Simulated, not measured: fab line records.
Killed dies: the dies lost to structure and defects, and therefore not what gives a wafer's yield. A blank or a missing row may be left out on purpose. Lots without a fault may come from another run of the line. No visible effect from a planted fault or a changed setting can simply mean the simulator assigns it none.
Which of the tools did it? / flow n5-finfet / 9 lots with 22 wafers sampled at 5 steps, on a route of 1938 steps

WHAT THE GAUGES READ, wafer by wafer
N5_BEOL_M4_RC_MEAS_101.
lot=L977; measured=day 9 14:08; on=prober-01; DIBL_N (mV/V)=34.8 35.7 35.7; DIBL_P (mV/V)=34.5 36.2 36.0; IOFF_N (nA/um)=0.13 0.16 0.16; IOFF_N_85C (nA/um)=2.8 3.1 3.1; IOFF_N_LIN (nA/um)=0.065 0.075 0.075; IOFF_N_LONG (nA/um)=5.92e-05 5.92e-05 5.9e-05; IOFF_P (nA/um)=0.20 0.22 0.23; IOFF_P_LIN (nA/um)=0.096 0.105 0.106; IOFF_P_LONG (nA/um)=0.000107 0.000111 0.000109; ION_N (uA/um)=665 680 675; ION_P (uA/um)=456 470 476; SS_N (mV/dec)=71.7 71.5 71.6; SS_P (mV/dec)=72.6 73.6 72.8; VT_N (mV)=248 248 249; VT_N_LONG (mV)=273.7 272.8 272.9; VT_N_LVT (mV)=101 98 98; VT_P (mV)=-251 -246 -249; VT_P_LONG (mV)=-273.9 -273.3 -273.0; VT_P_LVT (mV)=-99 -98 -97
lot=L978; measured=day 10 10:10; on=prober-01; DIBL_N (mV/V)=35.5 39.5; DIBL_P (mV/V)=34.8 39.4; IOFF_N (nA/um)=0.05 0.23; IOFF_N_85C (nA/um)=1.2 4.3; IOFF_N_LIN (nA/um)=0.024 0.099; IOFF_N_LONG (nA/um)=3.38e-05 5.87e-05; IOFF_P (nA/um)=0.31 0.31; IOFF_P_LIN (nA/um)=0.152 0.136; IOFF_P_LONG (nA/um)=0.00016 0.000119; ION_N (uA/um)=606 694; ION_P (uA/um)=486 474; SS_N (mV/dec)=71.5 72.5; SS_P (mV/dec)=72.6 74.0; VT_N (mV)=282 246; VT_N_LONG (mV)=306.7 275.0; VT_N_LVT (mV)=131 95; VT_P (mV)=-240 -245; VT_P_LONG (mV)=-260.8 -267.2; VT_P_LVT (mV)=-87 -91
lot=L979; measured=day 9 21:41; on=prober-01; DIBL_N (mV/V)=39.0 36.4; DIBL_P (mV/V)=40.3 37.6; IOFF_N (nA/um)=0.08 0.18; IOFF_N_85C (nA/um)=1.8 3.4; IOFF_N_LIN (nA/um)=0.033 0.081; IOFF_N_LONG (nA/um)=3.2e-05 5.63e-05; IOFF_P (nA/um)=0.41 0.25; IOFF_P_LIN (nA/um)=0.178 0.117; IOFF_P_LONG (nA/um)=0.000139 0.000119; ION_N (uA/um)=616 686; ION_P (uA/um)=477 467; SS_N (mV/dec)=72.3 70.7; SS_P (mV/dec)=73.5 74.2; VT_N (mV)=276 248; VT_N_LONG (mV)=301.8 273.4; VT_N_LVT (mV)=126 98; VT_P (mV)=-235 -245; VT_P_LONG (mV)=-263.3 -273.1; VT_P_LVT (mV)=-85 -96
lot=L983; measured=day 11 16:47; on=prober-02; DIBL_N (mV/V)=34.5 37.8 36.8; DIBL_P (mV/V)=37.1 40.2 39.5; IOFF_N (nA/um)=0.17 0.21 0.19; IOFF_N_85C (nA/um)=3.2 3.9 3.6; IOFF_N_LIN (nA/um)=0.078 0.090 0.085; IOFF_N_LONG (nA/um)=5.9e-05 5.96e-05 5.88e-05; IOFF_P (nA/um)=0.26 0.30 0.29; IOFF_P_LIN (nA/um)=0.121 0.133 0.129; IOFF_P_LONG (nA/um)=0.000127 0.000134 0.000126; ION_N (uA/um)=700 692 701; ION_P (uA/um)=483 479 482; SS_N (mV/dec)=71.5 72.4 71.1; SS_P (mV/dec)=73.2 73.9 73.4; VT_N (mV)=245 248 248; VT_N_LONG (mV)=272.0 271.6 272.7; VT_N_LVT (mV)=97 97 98; VT_P (mV)=-246 -243 -244; VT_P_LONG (mV)=-269.6 -269.8 -270.0; VT_P_LVT (mV)=-93 -94 -93
lot=L984; measured=day 11 16:20; on=prober-01; DIBL_N (mV/V)=35.0 36.6; DIBL_P (mV/V)=35.3 38.1; IOFF_N (nA/um)=0.05 0.06; IOFF_N_85C (nA/um)=1.1 1.3; IOFF_N_LIN (nA/um)=0.024 0.028; IOFF_N_LONG (nA/um)=3.13e-05 3.1e-05; IOFF_P (nA/um)=0.27 0.32; IOFF_P_LIN (nA/um)=0.130 0.148; IOFF_P_LONG (nA/um)=0.000131 0.000131; ION_N (uA/um)=599 615; ION_P (uA/um)=475 486; SS_N (mV/dec)=71.2 71.1; SS_P (mV/dec)=72.9 73.7; VT_N (mV)=282 279; VT_N_LONG (mV)=304.3 301.1; VT_N_LVT (mV)=128 125; VT_P (mV)=-239 -239; VT_P_LONG (mV)=-265.2 -265.5; VT_P_LVT (mV)=-88 -87
lot=L987; measured=day 12 00:33; on=prober-01; DIBL_N (mV/V)=36.6 33.0; DIBL_P (mV/V)=37.2 31.7; IOFF_N (nA/um)=0.16 0.10; IOFF_N_85C (nA/um)=3.0 2.0; IOFF_N_LIN (nA/um)=0.073 0.048; IOFF_N_LONG (nA/um)=5.74e-05 5.75e-05; IOFF_P (nA/um)=0.23 0.16; IOFF_P_LIN (nA/um)=0.114 0.085; IOFF_P_LONG (nA/um)=0.000124 0.000121; ION_N (uA/um)=677 653; ION_P (uA/um)=472 453; SS_N (mV/dec)=71.4 71.0; SS_P (mV/dec)=72.4 71.6; VT_N (mV)=249 255; VT_N_LONG (mV)=274.0 274.1; VT_N_LVT (mV)=102 108; VT_P (mV)=-246 -251; VT_P_LONG (mV)=-271.6 -270.3; VT_P_LVT (mV)=-98 -103
lot=L990; measured=day 13 05:14; on=prober-02; DIBL_N (mV/V)=34.1 36.5; DIBL_P (mV/V)=34.6 36.2; IOFF_N (nA/um)=0.12 0.16; IOFF_N_85C (nA/um)=2.5 3.1; IOFF_N_LIN (nA/um)=0.059 0.070; IOFF_N_LONG (nA/um)=5.14e-05 5.14e-05; IOFF_P (nA/um)=0.19 0.19; IOFF_P_LIN (nA/um)=0.094 0.090; IOFF_P_LONG (nA/um)=0.0001 9.2e-05; ION_N (uA/um)=664 652; ION_P (uA/um)=465 443; SS_N (mV/dec)=71.1 72.1; SS_P (mV/dec)=73.1 74.3; VT_N (mV)=257 251; VT_N_LONG (mV)=278.1 278.0; VT_N_LVT (mV)=105 103; VT_P (mV)=-251 -254; VT_P_LONG (mV)=-277.4 -280.0; VT_P_LVT (mV)=-104 -106
lot=L993; measured=day 13 10:43; on=prober-01; DIBL_N (mV/V)=36.4 37.7 38.0; DIBL_P (mV/V)=34.9 37.5 37.4; IOFF_N (nA/um)=0.14 0.19 0.18; IOFF_N_85C (nA/um)=2.7 3.5 3.4; IOFF_N_LIN (nA/um)=0.066 0.086 0.080; IOFF_N_LONG (nA/um)=5.59e-05 5.57e-05 5.66e-05; IOFF_P (nA/um)=0.19 0.22 0.24; IOFF_P_LIN (nA/um)=0.093 0.104 0.111; IOFF_P_LONG (nA/um)=0.00011 0.000105 0.000113; ION_N (uA/um)=669 682 678; ION_P (uA/um)=456 464 461; SS_N (mV/dec)=71.8 71.5 72.2; SS_P (mV/dec)=72.9 74.7 74.3; VT_N (mV)=253 247 250; VT_N_LONG (mV)=273.7 277.2 275.7; VT_N_LVT (mV)=102 98 98; VT_P (mV)=-251 -251 -246; VT_P_LONG (mV)=-272.5 -276.6 -273.3; VT_P_LVT (mV)=-101 -99 -96
lot=L994; measured=day 14 02:49; on=prober-01; DIBL_N (mV/V)=36.4 36.0 33.9; DIBL_P (mV/V)=36.3 36.5 33.8; IOFF_N (nA/um)=0.15 0.14 0.12; IOFF_N_85C (nA/um)=2.8 2.8 2.5; IOFF_N_LIN (nA/um)=0.064 0.065 0.058; IOFF_N_LONG (nA/um)=5.09e-05 5.18e-05 5.18e-05; IOFF_P (nA/um)=0.18 0.18 0.16; IOFF_P_LIN (nA/um)=0.088 0.088 0.079; IOFF_P_LONG (nA/um)=9.1e-05 8.7e-05 8.9e-05; ION_N (uA/um)=654 671 669; ION_P (uA/um)=446 454 458; SS_N (mV/dec)=71.6 71.5 70.8; SS_P (mV/dec)=73.3 73.3 71.7; VT_N (mV)=257 254 254; VT_N_LONG (mV)=277.9 276.9 279.3; VT_N_LVT (mV)=105 104 104; VT_P (mV)=-255 -254 -256; VT_P_LONG (mV)=-278.0 -277.9 -277.5; VT_P_LVT (mV)=-103 -104 -104

WHICH TOOL RAN EACH LOT (tool, then ch and the chambers of the sampled wafers, then the start)
lot=L977; N5_HKMG_FIN_ETCH_31=rie-diel-03 ch 1,2, day 5 14:53; N5_HKMG_FIN_ETCH_32=rie-diel-03 ch 1,2, day 5 14:56; N5_HKMG_FIN_ALD_91=ald-metal-04 ch 0,2, day 5 15:50; N5_HKMG_FIN_ETCH_67=rie-diel-04 ch 0,1,2, day 5 17:14
lot=L978; N5_HKMG_FIN_ETCH_31=rie-diel-01 ch 1,2, day 5 21:39; N5_HKMG_FIN_ETCH_32=rie-diel-01 ch 1,2, day 5 21:42; N5_HKMG_FIN_ALD_91=ald-metal-03 ch 0,2, day 5 22:36; N5_HKMG_FIN_ETCH_67=rie-diel-03 ch 0,2, day 6 00:19
lot=L979; N5_HKMG_FIN_ETCH_31=rie-diel-03 ch 2,3, day 6 03:29; N5_HKMG_FIN_ETCH_32=rie-diel-03 ch 2,3, day 6 03:37; N5_HKMG_FIN_ALD_91=ald-metal-03 ch 0,1, day 6 04:25; N5_HKMG_FIN_ETCH_67=rie-diel-01 ch 0,2, day 6 05:49
lot=L983; N5_HKMG_FIN_ETCH_31=rie-diel-04 ch 2,3, day 7 08:35; N5_HKMG_FIN_ETCH_32=rie-diel-04 ch 2,3, day 7 08:38; N5_HKMG_FIN_ALD_91=ald-metal-02 ch 0,1,3, day 7 09:32; N5_HKMG_FIN_ETCH_67=rie-diel-03 ch 0,3, day 7 10:56
lot=L984; N5_HKMG_FIN_ETCH_31=rie-diel-04 ch 2, day 7 10:13; N5_HKMG_FIN_ETCH_32=rie-diel-04 ch 2, day 7 10:16; N5_HKMG_FIN_ALD_91=ald-metal-03 ch 1,3, day 7 11:09; N5_HKMG_FIN_ETCH_67=rie-diel-03 ch 0,2, day 7 12:34
lot=L987; N5_HKMG_FIN_ETCH_31=rie-diel-04 ch 0,3, day 8 01:09; N5_HKMG_FIN_ETCH_32=rie-diel-04 ch 0,3, day 8 01:13; N5_HKMG_FIN_ALD_91=ald-metal-04 ch 2, day 8 02:06; N5_HKMG_FIN_ETCH_67=rie-diel-03 ch 2, day 8 03:35
lot=L990; N5_HKMG_FIN_ETCH_31=rie-diel-04 ch 0,1, day 8 22:40; N5_HKMG_FIN_ETCH_32=rie-diel-04 ch 0,1, day 8 22:43; N5_HKMG_FIN_ALD_91=ald-metal-04 ch 2,3, day 8 23:37; N5_HKMG_FIN_ETCH_67=rie-diel-04 ch 2,3, day 9 01:14
lot=L993; N5_HKMG_FIN_ETCH_31=rie-diel-04 ch 1,3, day 9 16:19; N5_HKMG_FIN_ETCH_32=rie-diel-04 ch 1,3, day 9 16:22; N5_HKMG_FIN_ALD_91=ald-metal-03 ch 0,1,2, day 9 17:15; N5_HKMG_FIN_ETCH_67=rie-diel-04 ch 1,3, day 9 18:40
lot=L994; N5_HKMG_FIN_ETCH_31=rie-diel-01 ch 0,2,3, day 9 20:28; N5_HKMG_FIN_ETCH_32=rie-diel-01 ch 0,2,3, day 9 20:32; N5_HKMG_FIN_ALD_91=ald-metal-03 ch 0,2,3, day 9 21:25; N5_HKMG_FIN_ETCH_67=rie-diel-03 ch 0,1,2, day 9 22:50
- N5_HKMG_FIN_ETCH_31: etches SiARC in CF4, target depth 45.5 nm, time 75.8 s.
- N5_HKMG_FIN_ETCH_32: etches SOC in N2/H2, target depth 240 nm, time 300 s.
- N5_HKMG_FIN_ALD_91: deposits TiN, target thk 1 nm, pulse time 1 s, purge time 3 s.
- N5_HKMG_FIN_ETCH_67: etches SOC in N2/H2, stops on TiN, target depth 388.9 nm.

AS READ BY THE TOOLS THEMSELVES (means over the sampled wafers that have a number; for cases with no such wafer, the mark the record gives instead)
N5_HKMG_FIN_ETCH_31.
lot=L977; tool=rie-diel-03; cf4-flow-sccm (sccm)=99.76; drypump-motor-current-A (A)=5.3; etch-rf-on-time-s (s)=73.4; oes-product-au (a.u.)=0.67; rf-vpp-V (V)=184.5; showerhead-plenum-p-Torr (Torr)=2.18; throttle-valve-pct (%)=15.5
lot=L978; tool=rie-diel-01; cf4-flow-sccm (sccm)=99.75; drypump-motor-current-A (A)=5.8; etch-rf-on-time-s (s)=74.1; oes-product-au (a.u.)=0.67; rf-vpp-V (V)=184.3; showerhead-plenum-p-Torr (Torr)=2.16; throttle-valve-pct (%)=15.4
lot=L979; tool=rie-diel-03; cf4-flow-sccm (sccm)=99.84; drypump-motor-current-A (A)=5.5; etch-rf-on-time-s (s)=75.1; oes-product-au (a.u.)=0.71; rf-vpp-V (V)=184.6; showerhead-plenum-p-Torr (Torr)=2.14; throttle-valve-pct (%)=15.5
lot=L983; tool=rie-diel-04; cf4-flow-sccm (sccm)=100.17; drypump-motor-current-A (A)=5.1; etch-rf-on-time-s (s)=77.1; oes-product-au (a.u.)=0.67; rf-vpp-V (V)=182.6; showerhead-plenum-p-Torr (Torr)=2.06; throttle-valve-pct (%)=15.5
lot=L984; tool=rie-diel-04; cf4-flow-sccm (sccm)=99.75; drypump-motor-current-A (A)=5.5; etch-rf-on-time-s (s)=74.1; oes-product-au (a.u.)=0.72; rf-vpp-V (V)=183.1; showerhead-plenum-p-Torr (Torr)=2.08; throttle-valve-pct (%)=15.3
lot=L987; tool=rie-diel-04; cf4-flow-sccm (sccm)=100.00; drypump-motor-current-A (A)=5.5; etch-rf-on-time-s (s)=76.8; oes-product-au (a.u.)=0.64; rf-vpp-V (V)=182.8; showerhead-plenum-p-Torr (Torr)=2.08; throttle-valve-pct (%)=15.7
lot=L990; tool=rie-diel-04; cf4-flow-sccm (sccm)=100.16; drypump-motor-current-A (A)=5.7; etch-rf-on-time-s (s)=74.8; oes-product-au (a.u.)=0.69; rf-vpp-V (V)=183.2; showerhead-plenum-p-Torr (Torr)=2.09; throttle-valve-pct (%)=15.6
lot=L993; tool=rie-diel-04; cf4-flow-sccm (sccm)=100.20; drypump-motor-current-A (A)=5.1; etch-rf-on-time-s (s)=77.6; oes-product-au (a.u.)=0.68; rf-vpp-V (V)=183.9; showerhead-plenum-p-Torr (Torr)=2.06; throttle-valve-pct (%)=15.6
lot=L994; tool=rie-diel-01; cf4-flow-sccm (sccm)=99.65; drypump-motor-current-A (A)=5.6; etch-rf-on-time-s (s)=74.2; oes-product-au (a.u.)=0.67; rf-vpp-V (V)=183.8; showerhead-plenum-p-Torr (Torr)=2.12; throttle-valve-pct (%)=15.6

N5_HKMG_FIN_ETCH_32.
lot=L977; tool=rie-diel-03; drypump-motor-current-A (A)=5.3; oes-product-au (a.u.)=0.79; rf-vpp-V (V)=525.8; showerhead-plenum-p-Torr (Torr)=2.59; throttle-valve-pct (%)=17.8
lot=L978; tool=rie-diel-01; drypump-motor-current-A (A)=5.8; oes-product-au (a.u.)=0.77; rf-vpp-V (V)=524.2; showerhead-plenum-p-Torr (Torr)=2.54; throttle-valve-pct (%)=17.6
lot=L979; tool=rie-diel-03; drypump-motor-current-A (A)=5.5; oes-product-au (a.u.)=0.83; rf-vpp-V (V)=523.8; showerhead-plenum-p-Torr (Torr)=2.56; throttle-valve-pct (%)=17.8
lot=L983; tool=rie-diel-04; drypump-motor-current-A (A)=5.1; oes-product-au (a.u.)=0.79; rf-vpp-V (V)=520.6; showerhead-plenum-p-Torr (Torr)=2.46; throttle-valve-pct (%)=17.8
lot=L984; tool=rie-diel-04; drypump-motor-current-A (A)=5.5; oes-product-au (a.u.)=0.84; rf-vpp-V (V)=522.2; showerhead-plenum-p-Torr (Torr)=2.46; throttle-valve-pct (%)=17.3
lot=L987; tool=rie-diel-04; drypump-motor-current-A (A)=5.5; oes-product-au (a.u.)=0.73; rf-vpp-V (V)=522.4; showerhead-plenum-p-Torr (Torr)=2.47; throttle-valve-pct (%)=17.9
lot=L990; tool=rie-diel-04; drypump-motor-current-A (A)=5.8; oes-product-au (a.u.)=0.81; rf-vpp-V (V)=522.0; showerhead-plenum-p-Torr (Torr)=2.49; throttle-valve-pct (%)=17.7
lot=L993; tool=rie-diel-04; drypump-motor-current-A (A)=5.1; oes-product-au (a.u.)=0.80; rf-vpp-V (V)=521.1; showerhead-plenum-p-Torr (Torr)=2.46; throttle-valve-pct (%)=17.9
lot=L994; tool=rie-diel-01; drypump-motor-current-A (A)=5.7; oes-product-au (a.u.)=0.77; rf-vpp-V (V)=521.7; showerhead-plenum-p-Torr (Torr)=2.51; throttle-valve-pct (%)=17.7

N5_HKMG_FIN_ALD_91.
lot=L977; tool=ald-metal-04; heater-power-w (W)=835; precursor-pulse-height-rel=1.011
lot=L978; tool=ald-metal-03; heater-power-w (W)=835; precursor-pulse-height-rel=0.996
lot=L979; tool=ald-metal-03; heater-power-w (W)=856; precursor-pulse-height-rel=1.010
lot=L983; tool=ald-metal-02; heater-power-w (W)=923; precursor-pulse-height-rel=0.995
lot=L984; tool=ald-metal-03; heater-power-w (W)=954; precursor-pulse-height-rel=0.992
lot=L987; tool=ald-metal-04; heater-power-w (W)=844; precursor-pulse-height-rel=0.985
lot=L990; tool=ald-metal-04; heater-power-w (W)=804; precursor-pulse-height-rel=1.003
lot=L993; tool=ald-metal-03; heater-power-w (W)=847; precursor-pulse-height-rel=1.014
lot=L994; tool=ald-metal-03; heater-power-w (W)=908; precursor-pulse-height-rel=0.982

N5_HKMG_FIN_ETCH_67.
lot=L977; tool=rie-diel-04; drypump-motor-current-A (A)=5.7; oes-product-au (a.u.)=0.84; rf-vpp-V (V)=239.8; showerhead-plenum-p-Torr (Torr)=2.49; throttle-valve-pct (%)=17.5
lot=L978; tool=rie-diel-03; drypump-motor-current-A (A)=6.0; oes-product-au (a.u.)=0.84; rf-vpp-V (V)=240.6; showerhead-plenum-p-Torr (Torr)=2.56; throttle-valve-pct (%)=17.5
lot=L979; tool=rie-diel-01; drypump-motor-current-A (A)=5.8; oes-product-au (a.u.)=0.70; rf-vpp-V (V)=239.3; showerhead-plenum-p-Torr (Torr)=2.46; throttle-valve-pct (%)=17.9
lot=L983; tool=rie-diel-03; drypump-motor-current-A (A)=5.8; oes-product-au (a.u.)=0.70; rf-vpp-V (V)=240.1; showerhead-plenum-p-Torr (Torr)=2.52; throttle-valve-pct (%)=18.1
lot=L984; tool=rie-diel-03; drypump-motor-current-A (A)=6.1; oes-product-au (a.u.)=0.82; rf-vpp-V (V)=241.7; showerhead-plenum-p-Torr (Torr)=2.56; throttle-valve-pct (%)=17.6
lot=L987; tool=rie-diel-03; drypump-motor-current-A (A)=5.6; oes-product-au (a.u.)=0.90; rf-vpp-V (V)=241.4; showerhead-plenum-p-Torr (Torr)=2.59; throttle-valve-pct (%)=17.3
lot=L990; tool=rie-diel-04; drypump-motor-current-A (A)=5.2; oes-product-au (a.u.)=0.78; rf-vpp-V (V)=239.2; showerhead-plenum-p-Torr (Torr)=2.45; throttle-valve-pct (%)=17.6
lot=L993; tool=rie-diel-04; drypump-motor-current-A (A)=5.2; oes-product-au (a.u.)=0.83; rf-vpp-V (V)=240.0; showerhead-plenum-p-Torr (Torr)=2.47; throttle-valve-pct (%)=17.9
lot=L994; tool=rie-diel-03; drypump-motor-current-A (A)=5.7; oes-product-au (a.u.)=0.82; rf-vpp-V (V)=241.3; showerhead-plenum-p-Torr (Torr)=2.56; throttle-valve-pct (%)=17.6

THE ANSWER, worked out from the rows above alone
Rule: what is usual is taken from the lots themselves. The widest of any qualifying gaps counts: lots, ordered by their means at a reading, are off when they make up no more than a third of the lots, leave a main group of 4 or more, and stand apart from it by 3 or more times the standard deviation of that group's means. Not used: any main group whose means are identical at the precision the tables above print for the reading. A lot without any number at a reading at which 4 lots or more have one is off too. Where the step has rows for the other lots, those lots are counted as sound. After the gauges, taken in route order, come the tools' own readings; for these a lot's mean is taken, as printed above. The first step at which some lot is off is used, and at that step the reading that is off furthest; a lot without a number counts as furthest.
Off: L978, L979, L984, at N5_BEOL_M4_RC_MEAS_101 (VT_N_LONG). The main group: mean 275.1 mV, standard deviation 2.3.
A tool fits if, at a process step before that reading, it ran every lot that is off, and no sound lot after the first of them. The gauges at N5_BEOL_M4_RC_MEAS_101 are tried like those tools. No candidate that was tried fits.

WHAT THE SIMULATOR HAD PUT IN
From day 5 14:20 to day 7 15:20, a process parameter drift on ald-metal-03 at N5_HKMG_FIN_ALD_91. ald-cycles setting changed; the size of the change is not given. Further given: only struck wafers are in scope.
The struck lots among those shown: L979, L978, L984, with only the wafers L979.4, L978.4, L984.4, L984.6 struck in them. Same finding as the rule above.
